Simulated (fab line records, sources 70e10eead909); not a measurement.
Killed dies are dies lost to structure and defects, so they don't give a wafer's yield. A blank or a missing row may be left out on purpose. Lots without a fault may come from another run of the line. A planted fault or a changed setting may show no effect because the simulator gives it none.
Chamber matching | flow nand_harc | NHARC_A_DECK1_JOINT_DEP_16 on pecvd-03: 3 sister chambers
The step deposits SiO2, target thk 45 nm. 3 wafers are shown with their chamber, then 6 later ones without.

WAFERS WITH THEIR CHAMBER
wafer  | chamber | throttle_valve_pct (%)
L354.2 | 2       | 15.0
L356.3 | 0       | 15.0
L356.4 | 1       | 15.7

WAFERS WITHOUT THEIR CHAMBER
wafer  | throttle_valve_pct (%)
L356.6 | 14.8
L358.1 | 16.1
L358.5 | 15.3
L358.6 | 14.9
L361.4 | 15.3
L361.5 | 15.4

WHICH CHAMBER EACH WENT THROUGH
wafer  | from the rows above          | in truth
L356.6 | can't be placed: 0 or 2      | 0
L358.1 | 1                            | 1
L358.5 | can't be placed: 0 or 2 or 1 | 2
L358.6 | can't be placed: 0 or 2      | 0
L361.4 | can't be placed: 0 or 2 or 1 | 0
L361.5 | can't be placed: 1 or 0 or 2 | 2
Placed correctly: 1 of 6. Can't be placed from these rows: 5 (the true chamber is among the candidates in 5). Placed wrongly: 0.
How it was worked out, from the rows above alone: a wafer's distance from a chamber is the root of the sum, over the readings, of the square of ((its reading less the chamber's mean) divided by the reading's scatter). The wafer belongs to the nearest chamber; if the next one is less than 2 further off, it can't be placed. A chamber's mean is the mean of its shown wafers. The scatter: with one shown wafer a chamber, the root of the mean of the squares of how far each hidden wafer lies from its nearest shown one.
